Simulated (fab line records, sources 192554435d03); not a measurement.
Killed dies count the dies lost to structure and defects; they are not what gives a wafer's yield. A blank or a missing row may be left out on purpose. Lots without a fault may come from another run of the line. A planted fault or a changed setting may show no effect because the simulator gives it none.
fab line records    flow n5-finfet
record lots=7  wafers=21
route steps=1938 shown BEOL_M2@870 BEOL_M3@950 BEOL_M4@1021 BEOL_M5@1116
start-h: hours from the record's first day to the start of the lot's first wafer shown    wait-h: hours elapsed since this lot's preceding step    " unchanged from the row above    L1.1+2: several wafers, shown together as one row    - either no value or no given start    * or withheld: withheld    < > ~ a bound
route shown NAME@n: a module of which the file shows steps, and the number in the route of the first    usual: mean/standard deviation of fault-free wafers    same: alike in all rows    chamber/n: place in a boat    sites: per-site readings    _std_site: standard deviation across them    _edge_site: inner sites' mean taken away from outer sites' mean    radius-mm: for every site, how far away it sits from the centre of the wafer    mask NAME#n: copy n    behind: tool/chamber where the wafer was last shaped    hold: the reason the lot was held/the length of the hold in hours/how it ended    device: which transistor (n, p or np) failed to switch    end of line: the route-end tests of the same wafers    step lacking rows: just its recipe    killed: dies that structure and defects cost at the first sort, which is not the same as the wafer's yield    map: a wafer's dies, marking killed ones x, the rest . and places with no die _
set.NAME: the setting that was run; set.NAME@STEP: the one run at that earlier step    model.NAME: the simulator's own value behind a step, which no gauge read
lots whose settings were changed on purpose; a table a step, a row a wafer
## steps
# step N5_BEOL_M2_COAT_22
# recipe resist=CAR-EUV  spin-rpm=1500  resist-thk-nm=30
lot.wafer  tool            chamber  start-h  wait-h  set.spin-rpm  model.CAR-EUV_of_BEOL_M2_COAT_22.thk-nm
L076.1+3   litho-track-04  0        -        -       1546          29.6
L076.6     "               0        "        "       1500          30
L077.1+2   litho-track-04  0        -        -       1592          29.4
L077.6     "               0        "        "       1500          30.2
L081.1+2   litho-track-04  0        -        -       1500          30.2
L081.3     "               0        "        "       1500          30
L084.2     litho-track-03  0        -        -       1441          30.6
L084.4+6   "               0        "        "       1500          30
L085.1     litho-track-01  0        -        -       1440          30.6
L085.2+5   "               0        "        "       1500          30
L088.1+5   litho-track-04  0        -        -       1500          30.2
L088.6     "               0        "        "       1620          29
L094.1     litho-track-04  0        -        -       1500          30.2
L094.3+6   "               0        "        "       1626          29
# step N5_BEOL_M2_EBR_24
# recipe solvent=PGMEA  ebr-width-mm=1.5
# step N5_BEOL_M2_SOFTBAKE_23
# recipe temp-c=110  time-s=60  resist=CAR-EUV
# step N5_BEOL_M2_EXPOSE_25
# recipe mask-id=V1  na=0.33  source-shape=quasar  sigma-inner=0.2  sigma-outer=0.8  polarization=unpolarized  defocus-nm=5  dose-mj=63
# step N5_BEOL_M2_PEB_26
# recipe peb-temp-c=100  peb-time-s=60  resist=CAR-EUV
# step N5_BEOL_M2_DEVELOP_27
# recipe develop-time-s=30  developer=TMAH  resist=CAR-EUV  rinse-liquid=surfactant-rinse  dry=air-spin  dev-temp-c=23
lot.wafer   tool            chamber  start-h  wait-h  set.spin-rpm@BEOL_M2_COAT_22  model.CAR-EUV_of_BEOL_M2_COAT_22.thk-nm
L076.1+3    litho-track-04  0        -        -       1546                          29.2
L076.6      "               0        "        "       1500                          29.6
L077.1+2    litho-track-03  0        -        -       1592                          28.8
L077.6      "               0        "        "       1500                          29.6
L081.1+2+3  litho-track-04  0        -        -       1500                          29.6
L084.2      litho-track-04  0        -        -       1441                          30.2
L084.4+6    "               0        "        "       1500                          29.6
L085.1      litho-track-04  0        -        -       1440                          30.2
L085.2      "               0        "        "       1500                          29.4
L085.5      "               0        "        "       1500                          29.6
L088.1+5    litho-track-01  0        -        -       1500                          29.8
L088.6      "               0        "        "       1620                          28.6
L094.1      litho-track-01  0        -        -       1500                          29.8
L094.3      "               0        "        "       1626                          28.4
L094.6      "               0        "        "       1626                          28.6
# step N5_BEOL_M2_ETCH_69
# recipe chemistry=CF4  target=SiARC  target-depth-a=156  mask-material=CAR-EUV  time-s=26  ion-energy-ev=80  pressure-mtorr=40  source-w=545  bias-w=36  Ar_flow_sccm=100  cf4-flow-sccm=100  ends=cleared
# usual rf-vpp-V=184.4/1.2
lot.wafer  tool         chamber  start-h  wait-h  set.bias-w  rf-vpp-V
L076.1     rie-diel-06  3        152.84   0.0     41.76       203.3
L076.3     "            1        "        "       41.76       201.8
L076.6     "            1        "        "       36          181.8
L077.1     rie-diel-04  0        163.04   0.0     31.07       169.1
L077.2     "            3        "        "       31.07       168.6
L077.6     "            2        "        "       36          182.6
L081.1     rie-diel-05  2        187.69   0.0     36          186.0
L081.2     "            1        "        "       36          183.9
L081.3     "            0        "        "       36          183.1
L084.2     rie-diel-06  0        198.18   0.0     36          185.0
L084.4     "            1        "        "       36          183.2
L084.6     "            2        "        "       36          185.2
L085.1     rie-diel-05  1        204.05   0.0     36          185.0
L085.2     "            2        "        "       36          183.9
L085.5     "            1        "        "       39.99       198.2
L088.1     rie-diel-04  0        222.27   0.0     31.5        168.5
L088.5     "            0        "        "       36          185.1
L088.6     "            3        "        "       31.5        170.1
L094.1     rie-diel-04  0        276.90   0.0     41.68       202.5
L094.3     "            1        "        "       36          184.5
L094.6     "            0        "        "       36          183.8
# step N5_BEOL_M3_ETCH_64
# recipe chemistry=N2/H2  target=SOC  target-depth-a=750  overetch-a=150  mask-material=SiARC  temp-c=40  time-s=112.5  ion-energy-ev=200  pressure-mtorr=30  source-w=840  bias-w=150  n2-flow-sccm=200  h2-flow-sccm=200
# usual rf-vpp-V=524.4/2.4
lot.wafer  tool         chamber  start-h  wait-h  set.bias-w  rf-vpp-V  model.SiARC_of_BEOL_M3_COAT_62.thk-nm
L076.1     rie-diel-02  3        162.31   0.0     130.8       484.3     7.6
L076.3     "            0        "        "       150         523.1     6.8
L076.6     "            2        "        "       130.8       480.1     7.6
L077.1     rie-diel-03  0        173.12   0.0     150         522.9     6.6
L077.2     "            2        "        "       150         524.3     6.8
L077.6     "            0        "        "       150         523.6     6.6
L081.1     rie-diel-03  2        195.41   0.0     150         523.9     6.8
L081.2     "            1        "        "       150         529.5     6.4
L081.3     "            3        "        "       150         523.7     7
L084.2     rie-diel-02  1        211.23   0.0     150         526.9     7
L084.4     "            2        "        "       150         522.7     6.8
L084.6     "            1        "        "       150         526.1     7
L085.1     rie-diel-03  0        213.35   0.0     150         524.4     6.8
L085.2     "            1        "        "       129         480.8     7.6
L085.5     "            1        "        "       129         480.0     7.4
L088.1     rie-diel-01  2        247.90   0.0     127.2       474.2     8
L088.5     "            3        "        "       150         519.5     6.8
L088.6     "            0        "        "       127.2       472.0     8
L094.1     rie-diel-03  2        286.66   0.0     150         524.3     6.8
L094.3     "            3        "        "       150         522.7     7
L094.6     "            1        "        "       150         527.4     6.4
# step N5_BEOL_M3_COAT_76
# recipe resist=underlayer  temp-c=205  time-s=60  spin-rpm=1500  resist-thk-nm=5
lot.wafer   tool            chamber  start-h  wait-h  set.spin-rpm
L076.1+6    litho-track-05  0        -        -       1500
L076.3      "               0        "        "       1406
L077.1+6    litho-track-02  0        -        -       1419
L077.2      "               0        "        "       1500
L081.1+2+3  litho-track-01  0        -        -       1500
L084.2+4    litho-track-01  0        -        -       1500
L084.6      "               0        "        "       1577
L085.1      litho-track-02  0        -        -       1573
L085.2+5    "               0        "        "       1500
L088.1      litho-track-02  0        -        -       1548
L088.5+6    "               0        "        "       1500
L094.1+3    litho-track-02  0        -        -       1399
L094.6      "               0        "        "       1500
# step N5_BEOL_M3_COAT_22
# recipe resist=CAR-EUV  spin-rpm=1500  resist-thk-nm=30
# step N5_BEOL_M3_EBR_24
# recipe solvent=PGMEA  ebr-width-mm=1.5
# step N5_BEOL_M3_DESCUM_33
# recipe chemistry=O2  time-s=7  source-power-w=50  bias-power-w=20  pressure-mtorr=20  rf-frequency-hz=2.712e+07  temp-c=40  resist=CAR-EUV  o2-flow-sccm=225
# step N5_BEOL_M3_ETCH_77
# recipe chemistry=N2/H2  target=underlayer  target-depth-a=65  mask-material=CAR-EUV  time-s=5.2  ion-energy-ev=200  pressure-mtorr=30  source-w=840  bias-w=150  n2-flow-sccm=200  h2-flow-sccm=200  ends=cleared
lot.wafer  tool         chamber  start-h  wait-h  set.spin-rpm@BEOL_M3_COAT_76  model.etch.depth-nm
L076.1     rie-diel-02  2        163.37   0.0     1500                          4.988
L076.3     "            0        "        "       1406                          5.151
L076.6     "            3        "        "       1500                          4.999
L077.1     rie-diel-02  0        174.14   0.0     1419                          5.164
L077.2     "            1        "        "       1500                          5.024
L077.6     "            2        "        "       1419                          5.163
L081.1+2   rie-diel-03  0,2      196.25   0.0     1500                          5.012
L081.3     "            1        "        "       1500                          5.017
L084.2     rie-diel-01  1        212.19   0.0     1500                          5.003
L084.4     "            3        "        "       1500                          5.005
L084.6     "            1        "        "       1577                          4.889
L085.1     rie-diel-01  3        214.30   0.0     1573                          4.878
L085.2     "            1        "        "       1500                          5.005
L085.5     "            1        "        "       1500                          5.003
L088.1     rie-diel-02  1        250.51   0.0     1548                          4.925
L088.5     "            3        "        "       1500                          5.016
L088.6     "            0        "        "       1500                          5.019
L094.1     rie-diel-03  0        287.58   0.0     1399                          5.196
L094.3     "            2        "        "       1399                          5.198
L094.6     "            1        "        "       1500                          5.01
# step N5_BEOL_M4_ILD_DEP_00
# recipe material=SiOC  target-thk-a=790  temp-c=350  precursor=DEMS/O2  pressure-torr=5  rf-w=500  time-s=15.3
lot.wafer  tool      chamber  start-h  wait-h  set.time-s  model.SiOC_of_BEOL_M4_ILD_DEP_00.thk-nm
L076.1     pecvd-04  2        176.72   0.0     13.89       70
L076.3     "         0        "        "       13.89       71.8
L076.6     "         2        "        "       15.3        79.4
L077.1     pecvd-04  1        188.05   0.0     15.3        77.2
L077.2     "         2        "        "       15.3        78
L077.6     "         0        "        "       15.3        80.4
L081.1     pecvd-03  1        204.34   0.0     15.3        78
L081.2     "         0        "        "       15.3        77.6
L081.3     "         1        "        "       15.3        78.6
L084.2     pecvd-04  1        226.07   0.0     15.3        77.4
L084.4     "         1        "        "       15.3        80
L084.6     "         0        "        "       13.23       69
L085.1     pecvd-03  0        234.98   0.0     15.3        78.8
L085.2     "         2        "        "       15.3        78.6
L085.5     "         0        "        "       13.84       73.6
L088.1     pecvd-02  0        255.82   0.0     16.4        84.2
L088.5     "         1        "        "       16.4        83.8
L088.6     "         0        "        "       15.3        79.8
L094.1     pecvd-02  1        302.46   0.0     15.3        77.6
L094.3     "         0        "        "       15.3        79.8
L094.6     "         1        "        "       15.3        79.6
# step N5_BEOL_M4_THK_MEAS_01
# recipe reads=SiOC_of_BEOL_M4_ILD_DEP_00
# usual M4_ILD_THK=78.7/0.97
lot.wafer  tool           chamber  start-h  wait-h  set.time-s@BEOL_M4_ILD_DEP_00  M4_ILD_THK[nm]
L076.1     film-metro-01  -        176.78   0.0     13.89                          69.9
L076.3     "              -        "        "       13.89                          71.8
L076.6     "              -        "        "       15.3                           79.3
L077.1     film-metro-02  -        188.11   0.0     15.3                           77.3
L077.2     "              -        "        "       15.3                           77.9
L077.6     "              -        "        "       15.3                           80.2
L081.1     film-metro-01  -        204.42   0.1     15.3                           77.9
L081.2     "              -        "        "       15.3                           77.5
L081.3     "              -        "        "       15.3                           78.5
L084.2     film-metro-02  -        226.13   0.1     15.3                           77.4
L084.4     "              -        "        "       15.3                           80.1
L084.6     "              -        "        "       13.23                          69.0
L085.1     film-metro-02  -        235.05   0.0     15.3                           78.9
L085.2     "              -        "        "       15.3                           78.7
L085.5     "              -        "        "       13.84                          73.6
L088.1     film-metro-02  -        255.88   0.0     16.4                           84.2
L088.5     "              -        "        "       16.4                           83.7
L088.6     "              -        "        "       15.3                           79.9
L094.1     film-metro-01  -        302.53   0.0     15.3                           77.6
L094.3     "              -        "        "       15.3                           79.9
L094.6     "              -        "        "       15.3                           79.6
# step N5_BEOL_M4_COAT_62
# recipe resist=SiARC  temp-c=220  time-s=60  spin-rpm=1500  resist-thk-nm=12
lot.wafer   tool            chamber  start-h  wait-h  set.spin-rpm  model.SiARC_of_BEOL_M4_COAT_62.thk-nm
L076.1+6    litho-track-03  0        -        -       1500          12
L076.3      "               0        "        "       1566          11.8
L077.1      litho-track-03  0        -        -       1500          12
L077.2+6    "               0        "        "       1557          11.8
L081.1+2+3  litho-track-03  0        -        -       1500          12
L084.2+6    litho-track-04  0        -        -       1622          11.6
L084.4      "               0        "        "       1500          12
L085.1+2    litho-track-04  0        -        -       1543          12
L085.5      "               0        "        "       1543          11.8
L088.1      litho-track-04  0        -        -       1500          12
L088.5+6    "               0        "        "       1566          11.8
L094.1+6    litho-track-04  0        -        -       1595          11.6
L094.3      "               0        "        "       1500          12
# step N5_BEOL_M4_COAT_73
# recipe resist=underlayer  temp-c=205  time-s=60  spin-rpm=1500  resist-thk-nm=5
# step N5_BEOL_M4_COAT_05
# recipe resist=CAR-EUV  spin-rpm=1500  resist-thk-nm=30
# step N5_BEOL_M4_DESCUM_16
# recipe chemistry=O2  time-s=7  source-power-w=50  bias-power-w=20  pressure-mtorr=20  rf-frequency-hz=2.712e+07  temp-c=40  resist=CAR-EUV  o2-flow-sccm=225
# step N5_BEOL_M4_ETCH_74
# recipe chemistry=N2/H2  target=underlayer  target-depth-a=65  mask-material=CAR-EUV  time-s=5.2  ion-energy-ev=200  pressure-mtorr=30  source-w=840  bias-w=150  n2-flow-sccm=200  h2-flow-sccm=200  ends=cleared
# step N5_BEOL_M4_ETCH_63
# recipe chemistry=CF4  target=SiARC  target-depth-a=156  mask-material=CAR-EUV  time-s=26  ion-energy-ev=80  pressure-mtorr=40  source-w=545  bias-w=36  Ar_flow_sccm=100  cf4-flow-sccm=100  ends=cleared
lot.wafer  tool         chamber  start-h  wait-h  set.spin-rpm@BEOL_M4_COAT_62  model.etch.depth-nm  model.CAR-EUV_of_BEOL_M4_COAT_05.thk-nm
L076.1     rie-diel-05  1        177.92   0.0     1500                          11.99                11.2
L076.3     "            2        "        "       1566                          11.74                11.4
L076.6     "            1        "        "       1500                          11.98                11.2
L077.1     rie-diel-05  1        188.80   0.0     1500                          12.06                11.2
L077.2     "            0        "        "       1557                          11.84                11.4
L077.6     "            1        "        "       1557                          11.86                11.4
L081.1     rie-diel-04  3        207.89   0.0     1500                          12.02                11.4
L081.2     "            1        "        "       1500                          12.05                11.2
L081.3     "            0        "        "       1500                          12.03                11.4
L084.2     rie-diel-04  3        226.83   0.0     1622                          11.55                11.8
L084.4     "            2        "        "       1500                          12.03                11.2
L084.6     "            1        "        "       1622                          11.55                11.6
L085.1     rie-diel-06  0        236.85   0.0     1543                          11.92                11.4
L085.2+5   "            2        "        "       1543                          11.9                 11.4
L088.1     rie-diel-04  1        257.31   0.0     1500                          12.01                11.2
L088.5     "            0        "        "       1566                          11.74                11.6
L088.6     "            1        "        "       1566                          11.72                11.6
L094.1     rie-diel-05  2        304.69   0.0     1595                          11.65                11.4
L094.3     "            3        "        "       1500                          12.03                11
L094.6     "            2        "        "       1595                          11.64                11.4
# step N5_BEOL_M5_HM_DEP_02
# recipe material=TiN  target-thk-a=200  temp-c=25  chamber-pressure-pa=0.49996
lot.wafer  tool            chamber  start-h  wait-h  set.target-thk-a  model.TiN_of_BEOL_M5_HM_DEP_02.thk-nm
L076.1     pvd-sputter-01  -        194.22   1.3     200               20.2
L076.3     "               -        "        "       200               20.4
L076.6     "               -        "        "       212.6             21.8
L077.1     pvd-sputter-03  -        199.58   1.8     200               19.6
L077.2     "               -        "        "       210.4             21
L077.6     "               -        "        "       210.4             20.8
L081.1     pvd-sputter-02  -        238.61   0.0     200               19.8
L081.2+3   "               -        "        "       200               19.6
L084.2     pvd-sputter-01  -        248.11   0.2     200               20.2
L084.4     "               -        "        "       200               19.8
L084.6     "               -        "        "       200               20.4
L085.1     pvd-sputter-02  -        251.61   0.0     184.3             18.4
L085.2+5   "               -        "        "       200               19.8
L088.1     pvd-sputter-01  -        284.93   2.7     200               19.4
L088.5     "               -        "        "       215.9             21.6
L088.6     "               -        "        "       200               20
L094.1     pvd-sputter-02  -        333.19   0.8     200               19.8
L094.3     "               -        "        "       221.1             21.8
L094.6     "               -        "        "       200               19.6
## key
split step=N5_BEOL_M2_COAT_22  setting=spin-rpm  stated=1500  by=wafer
response step=N5_BEOL_M2_COAT_22  reading=model.CAR-EUV_of_BEOL_M2_COAT_22.thk-nm  change=-0.144  per=1%  r=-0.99
response step=N5_BEOL_M2_DEVELOP_27  reading=model.CAR-EUV_of_BEOL_M2_COAT_22.thk-nm  change=-0.149  per=1%  r=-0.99
split step=N5_BEOL_M2_ETCH_69  setting=bias-w  stated=36  by=wafer
response step=N5_BEOL_M2_ETCH_69  reading=rf-vpp-V  change=+1.19  per=1%  r=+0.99
split step=N5_BEOL_M3_ETCH_64  setting=bias-w  stated=150  by=wafer
response step=N5_BEOL_M3_ETCH_64  reading=rf-vpp-V  change=+3.12  per=1%  r=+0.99
response step=N5_BEOL_M3_ETCH_64  reading=model.SiARC_of_BEOL_M3_COAT_62.thk-nm  change=-0.0648  per=1%  r=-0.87
split step=N5_BEOL_M3_COAT_76  setting=spin-rpm  stated=1500  by=wafer
response step=N5_BEOL_M3_ETCH_77  reading=model.etch.depth-nm  change=-0.0258  per=1%  r=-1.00
split step=N5_BEOL_M4_ILD_DEP_00  setting=time-s  stated=15.3  by=wafer
response step=N5_BEOL_M4_ILD_DEP_00  reading=model.SiOC_of_BEOL_M4_ILD_DEP_00.thk-nm  change=+0.702  per=1%  r=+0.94
response step=N5_BEOL_M4_THK_MEAS_01  reading=M4_ILD_THK  change=+0.702  per=1%  r=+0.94
split step=N5_BEOL_M4_COAT_62  setting=spin-rpm  stated=1500  by=wafer
response step=N5_BEOL_M4_COAT_62  reading=model.SiARC_of_BEOL_M4_COAT_62.thk-nm  change=-0.0521  per=1%  r=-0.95
response step=N5_BEOL_M4_ETCH_63  reading=model.etch.depth-nm  change=-0.059  per=1%  r=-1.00
response step=N5_BEOL_M4_ETCH_63  reading=model.CAR-EUV_of_BEOL_M4_COAT_05.thk-nm  change=+0.0627  per=1%  r=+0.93
split step=N5_BEOL_M5_HM_DEP_02  setting=target-thk-a  stated=200  by=wafer
response step=N5_BEOL_M5_HM_DEP_02  reading=model.TiN_of_BEOL_M5_HM_DEP_02.thk-nm  change=+0.213  per=1%  r=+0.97
